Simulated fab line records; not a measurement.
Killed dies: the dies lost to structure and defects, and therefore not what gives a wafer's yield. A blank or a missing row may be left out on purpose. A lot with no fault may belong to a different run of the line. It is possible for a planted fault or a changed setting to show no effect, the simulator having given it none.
Matching of chambers + flow n5-finfet + 4 sister chambers for N5_BEOL_M0_CUTY_ETCH_62 on rie-diel-01
The step etches SiARC in CF4, time 58.5 s. 4 wafers are shown with their chamber, then 12 later ones without.

## WAFERS, EACH WITH ITS CHAMBER
| wafer  | chamber | showerhead-plenum-p-Torr (Torr) |
|--------|---------|---------------------------------|
| L085.4 | 1       | 2.10                            |
| L087.1 | 3       | 2.05                            |
| L087.2 | 2       | 2.12                            |
| L087.3 | 0       | 2.21                            |

## WAFERS WITH NO CHAMBER GIVEN
| wafer  | showerhead-plenum-p-Torr (Torr) |
|--------|---------------------------------|
| L089.2 | 2.21                            |
| L089.3 | 2.05                            |
| L089.6 | 2.10                            |
| L090.1 | 2.05                            |
| L090.3 | 2.10                            |
| L090.5 | 2.10                            |
| L096.1 | 2.10                            |
| L096.5 | 2.04                            |
| L096.6 | 2.20                            |
| L097.2 | 2.04                            |
| L097.3 | 2.10                            |
| L097.6 | 2.04                            |

## WHICH CHAMBER EACH WENT THROUGH
| wafer  | from the rows above | in truth |
|--------|---------------------|----------|
| L089.2 | 0                   | 0        |
| L089.3 | 3                   | 3        |
| L089.6 | 1                   | 1        |
| L090.1 | 3                   | 3        |
| L090.3 | 1                   | 1        |
| L090.5 | 1                   | 1        |
| L096.1 | 1                   | 1        |
| L096.5 | 3                   | 3        |
| L096.6 | 0                   | 0        |
| L097.2 | 3                   | 3        |
| L097.3 | 1                   | 1        |
| L097.6 | 3                   | 3        |
12 of 12 placed correctly. Number that these rows cannot place: 0. Wrongly placed: 0.
How it was worked out, from the rows above alone: a wafer's distance from a chamber is the root of the sum, over the readings, of the square of ((its reading less the chamber's mean) divided by the reading's scatter). If the next closest chamber is less than 2 further off than the closest, the wafer can't be placed; otherwise it belongs to the closest. For every chamber, the mean is computed from those of its wafers that are shown. The scatter (one wafer shown for each chamber): square how far every hidden wafer sits from the nearest shown wafer, average those squares and take the square root.
